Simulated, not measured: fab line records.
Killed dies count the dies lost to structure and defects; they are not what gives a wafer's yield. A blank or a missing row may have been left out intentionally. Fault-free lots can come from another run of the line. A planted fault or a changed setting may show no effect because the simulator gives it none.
Which tool is to blame? | flow nand_harc | 36 wafers from 12 lots sampled at 5 of the route's 1302 steps

WHAT THE GAUGES SHOWED, per wafer
NHARC_END_SORT_01.
lot  | measured     | on        | defect_limited_yield (%) | killed_at_array | killed_at_other | killed_at_periphery | killed_dies | killed_open | killed_short
L255 | day 28 12:28 | prober-02 | 77.8 83.3 78.0           | 78 68 75        | 0 0 0           | 72 45 74            | 150 113 149 | 2 2 3       | 3 1 2
L256 | day 30 12:04 | prober-02 | 88.8 87.4 85.7           | 36 21 25        | 0 0 0           | 40 64 72            | 76 85 97    | 3 3 3       | 4 3 3

EACH LOT AND THE TOOL THAT RAN IT (in order: tool; ch and the chambers of the sampled wafers; start)
lot  | NHARC_P_M1_ETCH_35                 | NHARC_A_BONDPAD_DEGAS_25     | NHARC_THIN_TSV_DEP_43           | NHARC_THIN_TSV_PRE_CLEAN_54
L243 | rie_diel-02 ch 1,2, day 6 07:39    | pvd_sputter-01, day 22 22:16 | pecvd-01 ch 0,1,2, day 23 11:22 | pvd_sputter-03, day 23 17:07
L245 | rie_diel-02 ch 0,3, day 6 21:47    | pvd_sputter-03, day 23 08:58 | pecvd-02 ch 0,1, day 23 22:01   | pvd_sputter-01, day 24 03:47
L244 | rie_diel-04 ch 0,1, day 6 22:32    | pvd_sputter-03, day 23 11:22 | pecvd-02 ch 1,2, day 23 23:13   | pvd_sputter-03, day 24 04:53
L246 | rie_diel-01 ch 0,2,3, day 7 09:33  | pvd_sputter-03, day 24 00:16 | pecvd-01 ch 0,2, day 24 13:38   | pvd_sputter-02, day 24 19:19
L252 | rie_diel-01 ch 1,3, day 9 22:43    | pvd_sputter-02, day 26 07:50 | pecvd-01 ch 0,1,2, day 26 21:55 | pvd_sputter-02, day 27 03:29
L253 | rie_diel-01 ch 0,2,3, day 10 07:32 | pvd_sputter-02, day 26 21:37 | pecvd-01 ch 0,2, day 27 14:25   | pvd_sputter-01, day 27 19:55
L255 | rie_diel-01 ch 0,2, day 11 00:49   | pvd_sputter-02, day 27 00:27 | pecvd-01 ch 0,1, day 27 13:10   | pvd_sputter-01, day 27 18:57
L256 | rie_diel-01 ch 0,1,2, day 11 13:55 | pvd_sputter-01, day 29 10:08 | pecvd-01 ch 0,1,2, day 29 21:14 | pvd_sputter-02, day 30 03:20
L257 | rie_diel-02 ch 0,2,3, day 12 13:58 | pvd_sputter-03, day 29 19:04 | pecvd-01 ch 0,1,2, day 30 11:43 | pvd_sputter-01, day 30 17:18
L261 | rie_diel-01 ch 0,3, day 13 22:08   | pvd_sputter-01, day 31 01:16 | pecvd-01 ch 0,2, day 31 14:26   | pvd_sputter-02, day 31 19:53
L262 | rie_diel-02 ch 0,1, day 14 02:44   | pvd_sputter-03, day 30 07:14 | pecvd-03 ch 1,2, day 30 20:24   | pvd_sputter-03, day 31 02:18
L263 | rie_diel-02 ch 1,3, day 14 13:56   | pvd_sputter-01, day 31 07:18 | pecvd-02 ch 0,1, day 32 01:47   | pvd_sputter-03, day 32 07:29
- NHARC_P_M1_ETCH_35: etches the open film in N2/H2, target depth 40 nm, overetch 12 nm, time 43.94 s.
- NHARC_A_BONDPAD_DEGAS_25: time 60 s.
- NHARC_THIN_TSV_DEP_43: deposits SiO2, target thk 1328.5 nm.
- NHARC_THIN_TSV_PRE_CLEAN_54: time 30 s.

WHAT THE TOOLS THEMSELVES READ (means of the sampled wafers that have a number; where no wafer has one, the mark that the record gives instead)
NHARC_P_M1_ETCH_35.
lot  | tool        | bias_w (W) | drypump_motor_current_A (A) | oes_product_au (a.u.) | rf_fwd_power_W (W) | rf_vpp_V (V) | showerhead_plenum_p_Torr (Torr) | throttle_valve_pct (%)
L243 | rie_diel-02 | 149.9      | 5.90                        | 1.012                 | 393.2              | 430.1        | 2.02                            | 14.182
L245 | rie_diel-02 | 150.2      | 5.70                        | 1.003                 | 394.8              | 431.9        | 2.09                            | 14.169
L244 | rie_diel-04 | 150.1      | 6.13                        | 0.994                 | 395.3              | 428.5        | 1.93                            | 14.176
L246 | rie_diel-01 | 149.8      | 6.10                        | 1.005                 | 397.0              | 431.4        | 2.08                            | 14.175
L252 | rie_diel-01 | 149.7      | 6.12                        | 0.998                 | 396.7              | 429.1        | 2.00                            | 14.172
L253 | rie_diel-01 | 150.1      | 6.10                        | 0.997                 | 394.9              | 431.3        | 2.08                            | 14.177
L255 | rie_diel-01 | 150.2      | 5.93                        | 0.996                 | 395.7              | 432.2        | 2.09                            | 14.168
L256 | rie_diel-01 | 150.6      | 5.95                        | 0.995                 | 394.0              | 429.9        | 2.05                            | 14.164
L257 | rie_diel-02 | 149.8      | 5.77                        | 1.009                 | 395.9              | 431.1        | 2.07                            | 14.174
L261 | rie_diel-01 | 149.6      | 5.92                        | 1.007                 | 395.5              | 430.9        | 2.05                            | 14.173
L262 | rie_diel-02 | 149.8      | 5.58                        | 1.006                 | 394.5              | 428.5        | 2.01                            | 14.167
L263 | rie_diel-02 | 150.1      | 5.74                        | 1.008                 | 395.2              | 430.9        | 2.04                            | 14.174

NHARC_A_BONDPAD_DEGAS_25.
lot  | tool           | heater_power_w (W)
L243 | pvd_sputter-01 | 458
L245 | pvd_sputter-03 | 524
L244 | pvd_sputter-03 | 482
L246 | pvd_sputter-03 | 483
L252 | pvd_sputter-02 | 481
L253 | pvd_sputter-02 | 469
L255 | pvd_sputter-02 | 466
L256 | pvd_sputter-01 | 465
L257 | pvd_sputter-03 | 504
L261 | pvd_sputter-01 | 446
L262 | pvd_sputter-03 | 454
L263 | pvd_sputter-01 | 469

NHARC_THIN_TSV_DEP_43.
lot  | tool     | rf_fwd_power_W (W) | showerhead_vpp_V (V) | throttle_valve_pct (%)
L243 | pecvd-01 | 899                | 1887                 | 15.3
L245 | pecvd-02 | 898                | 1871                 | 16.7
L244 | pecvd-02 | 899                | 1979                 | 16.3
L246 | pecvd-01 | 893                | 1875                 | 14.9
L252 | pecvd-01 | 897                | 1900                 | 15.6
L253 | pecvd-01 | 898                | 1851                 | 15.2
L255 | pecvd-01 | 899                | 1893                 | 15.2
L256 | pecvd-01 | 900                | 1867                 | 15.5
L257 | pecvd-01 | 899                | 1881                 | 15.6
L261 | pecvd-01 | 898                | 1858                 | 15.5
L262 | pecvd-03 | 902                | 1930                 | 15.7
L263 | pecvd-02 | 904                | 1896                 | 16.6

NHARC_THIN_TSV_PRE_CLEAN_54.
lot  | tool           | heater_power_w (W)
L243 | pvd_sputter-03 | 440
L245 | pvd_sputter-01 | 413
L244 | pvd_sputter-03 | 420
L246 | pvd_sputter-02 | 448
L252 | pvd_sputter-02 | 423
L253 | pvd_sputter-01 | 413
L255 | pvd_sputter-01 | 399
L256 | pvd_sputter-02 | 381
L257 | pvd_sputter-01 | 414
L261 | pvd_sputter-02 | 359
L262 | pvd_sputter-03 | 441
L263 | pvd_sputter-03 | 416

THE ANSWER, worked out from the rows above alone
Rule: usual is defined by the lots themselves. Put in order of their means at a reading, lots are off if they are a third of the lots or fewer, leave a main group of 4 or more, and stand apart from it by a gap of 3 or more times the standard deviation of the main group's means; of several such gaps the widest counts. Not used: any main group whose means are identical at the precision the tables above print for the reading. Also off: a lot with no number at a reading for which 4 or more lots have one. The other lots that the step has rows for count as sound. The gauges are gone through in route order, then the tools' own readings, and for those a lot's mean is taken as printed above. At the first step where some lot is off, the reading lying furthest off is the one used; lots without a number count as furthest.
No lot is off on any of the readings shown, so nothing can be concluded from this.

WHAT HAD BEEN PUT IN BY THE SIMULATOR
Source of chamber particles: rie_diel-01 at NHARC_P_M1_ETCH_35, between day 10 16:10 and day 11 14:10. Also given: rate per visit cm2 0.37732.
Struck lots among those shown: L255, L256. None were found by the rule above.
